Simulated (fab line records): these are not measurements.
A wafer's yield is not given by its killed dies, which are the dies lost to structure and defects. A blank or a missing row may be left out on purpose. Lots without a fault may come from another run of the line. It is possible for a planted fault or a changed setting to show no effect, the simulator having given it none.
A lot that was struck, set against a sound lot | flow nand-harc | 14 steps out of a route of 1302
Sound: these wafers, L995.3, L995.4, L995.6. Struck: wafer L103.4 (left out: L103.1, L103.6 of the same lot, which were not struck); the cause appears at the end.
At each step with rows: each side's tool, then ch and its chambers, then its first start. Under that, the readings that differ: sound wafers | struck wafers | difference of the means | sigmas: that difference in standard deviations of wafers without a fault.
alike: same words and numbers on both sides, and readings whose means sit less than 2 such deviations apart. not compared: any withheld reading, any reading some wafer has no value for, any bound like >300 that may hide the same value, and any number with overlapping values for which the record gives no deviation.
The two part at a step that has a row with sigmas, a row that says differs or no value, or rows on one side only. Numbers that have no deviation but don't overlap get no sigmas and don't part them. Lack of a reading on every wafer of one side parts them only where that side has two or more wafers.

first, 5 steps without rows for these wafers: NHARC_A_STAIRCASE_EBR_05; NHARC_A_STAIRCASE_EXPOSE_06 (exposes mask STAIR); NHARC_A_STAIRCASE_PEB_07 (peb time 130 s); NHARC_A_STAIRCASE_DEVELOP_08 (time 140 s); NHARC_A_STAIRCASE_HARDBAKE_10 (time 140 s).
NHARC_A_STAIRCASE_DESCUM_11: chemistry O2, time 3 s.
  sound on rie-diel-12 ch 0,1,3, day 16 14:23; struck on rie-diel-06 ch 3, day 20 00:39
  alike: drypump-motor-current-A, mfc-ar-sccm, oes-product-au, rf-vpp-V, showerhead-plenum-p-Torr, throttle-valve-pct
  not compared: rf-hours-counter-h
NHARC_A_STAIRCASE_TRIM_12: chemistry O2, time 211.2 s.
  sound on rie-diel-12 ch 0,1,2, day 16 14:28; struck on rie-diel-06 ch 3, day 20 00:45
  reading            | sound         | struck | difference | sigmas
  mfc-ar-sccm (sccm) | 0.002 0 0.006 | 0.015  | +0.012     | +2
  alike: drypump-motor-current-A, oes-product-au, rf-vpp-V, showerhead-plenum-p-Torr, throttle-valve-pct
  not compared: rf-hours-counter-h
NHARC_A_STAIRCASE_ETCH_13: etches the open film in C4F8/O2, target depth 100 nm, time 40.5 s.
  sound on rie-diel-12 ch 0,2; struck on rie-diel-06 ch 0
  alike: bias-w, oes-product-au, rf-vpp-V
  not compared: rf-hours-counter-h
NHARC_A_STAIRCASE_TRIM_14: chemistry O2, time 211.2 s.
  sound on rie-diel-12 ch 0,1,2; struck on rie-diel-06 ch 3
  reading            | sound         | struck | difference | sigmas
  mfc-ar-sccm (sccm) | 0 0.002 0.006 | 0.015  | +0.012     | +2
  alike: drypump-motor-current-A, oes-product-au, rf-vpp-V, showerhead-plenum-p-Torr, throttle-valve-pct
  not compared: rf-hours-counter-h
then, 1 step without rows for these wafers: NHARC_A_STAIRCASE_ETCH_15 (etches the open film in C4F8/O2, target depth 100 nm, time 40.5 s).
NHARC_A_STAIRCASE_TRIM_16: chemistry O2, time 211.2 s.
  sound on rie-diel-12 ch 1,2; struck on rie-diel-06 ch 3
  reading                | sound                | struck | difference | sigmas
  mfc-ar-sccm (sccm)     | 0 0.002 0.002        | 0.015  | +0.014     | +2
  throttle-valve-pct (%) | 17.041 17.056 17.048 | 17.024 | -0.024     | -2
  alike: drypump-motor-current-A, oes-product-au, rf-vpp-V, showerhead-plenum-p-Torr
  not compared: rf-hours-counter-h
NHARC_A_STAIRCASE_ETCH_17: etches the open film in C4F8/O2, target depth 100 nm, time 40.5 s.
  sound on rie-diel-12 ch 0,1,3, day 16 15:26; struck on rie-diel-06 ch 3, day 20 01:20
  reading               | sound             | struck | difference | sigmas
  oes-product-au (a.u.) | 0.943 0.944 0.930 | 0.792  | -0.147     | -10
  alike: bias-w, rf-vpp-V
  not compared: rf-hours-counter-h
then, 1 step without rows for these wafers: NHARC_A_STAIRCASE_TRIM_18 (chemistry O2, time 211.2 s).
-- jump in the record: it breaks off in module A_STAIRCASE and resumes in module END (first step shown: number 1302 of the route), and 10 days separate the struck wafers' starts before and after --
NHARC_END_SORT_01:
  the record has rows for the struck wafers here (prober-02 ch 0, day 29 13:23) and none for the sound ones

WHERE THEY PART
Last at NHARC_END_SORT_01 as far as this record goes, first at NHARC_A_STAIRCASE_TRIM_12.

WHY: the cause the simulator had injected
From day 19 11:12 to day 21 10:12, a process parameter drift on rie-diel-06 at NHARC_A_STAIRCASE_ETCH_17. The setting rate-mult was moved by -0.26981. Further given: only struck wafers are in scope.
